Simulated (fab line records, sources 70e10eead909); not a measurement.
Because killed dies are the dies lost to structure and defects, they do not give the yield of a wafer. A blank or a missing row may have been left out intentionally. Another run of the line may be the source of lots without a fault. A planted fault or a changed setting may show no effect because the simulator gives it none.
Matching of chambers	flow nandHarc	rieDiel-13 running NHARC_A_CHANNEL_FILL_D2_STRIP_28: 4 sister chambers
The step strips in O2, time 20 s. 22 wafers are shown with their chamber, then 11 later ones without.

EACH WAFER AND ITS CHAMBER
wafer	chamber	showerheadPlenumPTorr (Torr)	oesProductAu (a.u.)	rfVppV (V)
L075.1	0	3.59	1.011	57.9
L075.3	3	3.74	1.001	58.6
L075.6	0	3.59	1.007	57.5
L078.3	2	3.47	1.016	57.1
L078.4	1	3.75	1.009	58.3
L078.5	3	3.74	1.001	57.5
L078.1	0	3.59	1.008	57.5
L078.2	3	3.74	1.007	58.7
L078.6	2	3.46	1.018	58.0
L080.1	3	3.74	1.000	58.4
L080.2	1	3.75	1.008	59.4
L080.3	2	3.47	1.008	56.7
L080.4	0	3.59	1.006	59.0
L080.5	1	3.75	1.010	59.8
L080.6	0	3.59	1.001	57.0
L081.2	2	3.46	1.003	58.8
L081.3	1	3.75	1.000	57.4
L081.4	3	3.74	1.011	59.0
L085.1	2	3.46	1.011	58.5
L085.3	0	3.59	1.009	58.7
L085.4	3	3.74	0.991	59.0
L086.2	0	3.59	1.004	57.6

SIGNATURES (means of the wafers above)
reading	chamber 0	chamber 1	chamber 2	chamber 3	scatter within a chamber
showerheadPlenumPTorr	3.5900	3.7500	3.4640	3.7400	0.00258
oesProductAu	1.00657	1.00675	1.01120	1.00183	0.00531
rfVppV	57.886	58.725	57.820	58.533	0.796
Rule: distance of a wafer from a chamber = root of the sum over the readings of ((wafer's reading minus chamber's mean) / reading's scatter) squared. If the next closest chamber is less than 2 further off than the closest, the wafer can't be placed; otherwise it belongs to the closest. How the scatter is found: for the shown wafers, subtract from each reading the mean of its chamber, square and add these, divide the total by (wafers less chambers), then take the root.

WAFERS WITH NO CHAMBER GIVEN
wafer	showerheadPlenumPTorr (Torr)	oesProductAu (a.u.)	rfVppV (V)
L086.5	3.59	1.004	57.9
L086.6	3.74	0.995	57.5
L088.1	3.74	1.003	57.9
L088.4	3.46	1.007	58.4
L088.5	3.74	0.992	58.7
L091.1	3.74	0.992	57.9
L091.2	3.46	1.005	57.8
L091.4	3.75	0.988	60.6
L096.2	3.59	1.004	57.7
L096.4	3.75	1.000	56.0
L096.6	3.46	1.001	57.6

WHICH CHAMBER EACH ONE RAN IN
wafer	from the rows above	in truth
L086.5	0	0
L086.6	3	3
L088.1	3	3
L088.4	2	2
L088.5	3	3
L091.1	3	3
L091.2	2	2
L091.4	can't be placed: 1 or 3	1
L096.2	0	0
L096.4	can't be placed: 1 or 3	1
L096.6	2	2
Correct placement for 9 of the 11. Unplaceable from these rows: 2, with the true chamber sitting among the candidates in 2. Number placed wrongly: 0.
